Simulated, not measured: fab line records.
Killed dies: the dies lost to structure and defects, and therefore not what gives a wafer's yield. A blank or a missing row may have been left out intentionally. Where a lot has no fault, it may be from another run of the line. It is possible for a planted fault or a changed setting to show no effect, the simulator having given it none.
Tool commonality check	flow nand harc	5 wafers sampled across 2 lots

== WHY THIS WAS OPENED ==
At NHARC_END_SORT_01 the reading killed at array is flagged on 1 of 2 lots. Wafers without a fault read 44, standard deviation 16.
Rule: a lot is flagged in two cases, either no wafer of it has a number, or all its wafers with numbers fall more than 4 standard deviations from that mean. The other lots count as sound.

lot	measured	on	killed at array, wafer by wafer	flag
L728	day 27 17:58	prober-01	211 193	FLAGGED
L735	day 30 08:07	prober-02	60 73 58	
The mean of the flagged lots' numbers is 202, +158 from the usual (+10 standard deviations).

== TOOL THAT RAN EACH LOT ==
Before the reading, the record contains 4 process steps out of a 1302-step route. Each cell gives the tool, then ch followed by the chambers the sampled wafers passed through, then the start.
lot	flag	NHARC_A_STAIRCASE_ETCH_21	NHARC_A_STAIRCASE_STRIP_175	NHARC_A_STAIRCASE_TRIM_191	NHARC_A_STAIRCASE_TRIM_202
L728	FLAGGED	rie diel-10 ch 0,1, day 19 00:32 or earlier	plasma asher-01 ch 0,1, day 19 00:32	rie diel-04 ch 0,3, day 19 02:28	rie diel-10 ch 0,3, day 27 17:58 or earlier
L735		rie diel-04 ch 1,2,3, day 21 22:46 or earlier	plasma asher-01 ch 0,1, day 21 22:46	rie diel-10 ch 0,1,2, day 22 00:55	rie diel-07 ch 0,1,2, day 30 08:07 or earlier
What these steps do:
- NHARC_A_STAIRCASE_ETCH_21: etches the open film in C4F8/O2, target depth 100 nm, time 40.5 s.
- NHARC_A_STAIRCASE_STRIP_175: strips in O2.
- NHARC_A_STAIRCASE_TRIM_191: chemistry O2, time 211.2 s.
- NHARC_A_STAIRCASE_TRIM_202: chemistry O2, time 211.2 s.
- NHARC_END_SORT_01

== FLAGGED OVER TOTAL, TOOL BY TOOL (the gauges that took the reading come last) ==
step	tool	lots run	flagged	share of the flagged lots	sound lots run after its first flagged lot
NHARC_A_STAIRCASE_ETCH_21	rie diel-04	1	0	none	-
NHARC_A_STAIRCASE_ETCH_21	rie diel-10	1	1	all	0
NHARC_A_STAIRCASE_STRIP_175	plasma asher-01	2	1	all	1 (L735)
NHARC_A_STAIRCASE_TRIM_191	rie diel-04	1	1	all	0
NHARC_A_STAIRCASE_TRIM_191	rie diel-10	1	0	none	-
NHARC_A_STAIRCASE_TRIM_202	rie diel-07	1	0	none	-
NHARC_A_STAIRCASE_TRIM_202	rie diel-10	1	1	all	0
NHARC_END_SORT_01	prober-01	1	1	all	0
NHARC_END_SORT_01	prober-02	1	0	none	-
Because NHARC_A_STAIRCASE_ETCH_21 lacks a start for some lots, the hours and order of its lots are taken from NHARC_A_STAIRCASE_STRIP_175. Because NHARC_A_STAIRCASE_TRIM_202 lacks a start for some lots, the hours and order of its lots are taken from NHARC_END_SORT_01.

== WHAT THE TABLE ALLOWS ==
5 rows of the table ran every flagged lot: rie diel-10 at NHARC_A_STAIRCASE_ETCH_21, plasma asher-01 at NHARC_A_STAIRCASE_STRIP_175, rie diel-04 at NHARC_A_STAIRCASE_TRIM_191, rie diel-10 at NHARC_A_STAIRCASE_TRIM_202, prober-01 at NHARC_END_SORT_01.
- rie diel-10 at NHARC_A_STAIRCASE_ETCH_21: 1 of its 1 lot flagged. In this sample it ran no sound lot ahead of its first flagged lot, so there is no way to narrow down the start.
- plasma asher-01 at NHARC_A_STAIRCASE_STRIP_175 ran 2 lots, 1 of them flagged. Sound lots followed the first flagged one (L735) on it, something a lasting fault affecting the whole tool could not allow.
- rie diel-04 at NHARC_A_STAIRCASE_TRIM_191: 1 of its 1 lot flagged. In this sample it ran no sound lot ahead of its first flagged lot, so there is no way to narrow down the start. Its own readings lie more than 4 standard deviations out on every wafer of the flagged lots: run length s.
- rie diel-10 at NHARC_A_STAIRCASE_TRIM_202: 1 of its 1 lot flagged. In this sample it ran no sound lot ahead of its first flagged lot, so there is no way to narrow down the start.
- prober-01 at NHARC_END_SORT_01: 1 of its 1 lot flagged. In this sample it ran no sound lot ahead of its first flagged lot, so there is no way to narrow down the start.
These 3 tools cannot be told apart by counting lots, since each of them fits a fault that started at some hour. More lots, or a look at what each step does to the wafer, might.

== WHAT THE SIMULATOR HAD PUT IN ==
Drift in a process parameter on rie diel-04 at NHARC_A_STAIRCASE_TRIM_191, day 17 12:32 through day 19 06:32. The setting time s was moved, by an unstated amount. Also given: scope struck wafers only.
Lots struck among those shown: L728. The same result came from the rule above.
